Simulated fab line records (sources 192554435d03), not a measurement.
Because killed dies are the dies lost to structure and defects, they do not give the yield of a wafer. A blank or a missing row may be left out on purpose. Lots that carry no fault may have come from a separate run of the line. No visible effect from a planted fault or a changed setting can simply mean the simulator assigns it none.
Chamber matching | flow n5Finfet | N5_SD_EPI_N_DESCUM_14 on rieDiel-06 has 4 sister chambers
The step chemistry O2, time 7.9 s. 4 wafers are shown with their chamber, then 10 later ones without.

## WAFERS PAIRED WITH THEIR CHAMBERS
wafer  | chamber | showerheadPlenumPTorr (Torr)
L075.6 | 3       | 2.20
L082.4 | 0       | 2.11
L086.1 | 2       | 2.10
L086.3 | 1       | 2.05

## WAFERS WITHOUT THEIR CHAMBER
wafer  | showerheadPlenumPTorr (Torr)
L086.6 | 2.10
L093.3 | 2.09
L093.5 | 2.09
L093.6 | 2.04
L094.2 | 2.04
L094.3 | 2.09
L094.6 | 2.09
L096.4 | 2.04
L096.5 | 2.09
L096.6 | 2.09

## THE CHAMBER EACH PASSED THROUGH
wafer  | from the rows above     | in truth
L086.6 | can't be placed: 2 or 0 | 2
L093.3 | can't be placed: 2 or 0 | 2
L093.5 | can't be placed: 2 or 0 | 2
L093.6 | 1                       | 1
L094.2 | 1                       | 1
L094.3 | can't be placed: 2 or 0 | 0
L094.6 | can't be placed: 2 or 0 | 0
L096.4 | 1                       | 1
L096.5 | can't be placed: 2 or 0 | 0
L096.6 | can't be placed: 2 or 0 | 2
Placed correctly: 3 of 10. From these rows, 7 cannot be placed; in 7 the true chamber is one of the candidates. 0 placed wrongly.
How it was worked out, from the rows above alone: a wafer's distance from a chamber is the root of the sum, over the readings, of the square of ((its reading less the chamber's mean) divided by the reading's scatter). If the next closest chamber is less than 2 further off than the closest, the wafer can't be placed; otherwise it belongs to the closest. The mean given for a chamber averages the wafers shown for that chamber. The scatter: root of mean squared gap, hidden wafer to nearest shown wafer, with one shown wafer a chamber.
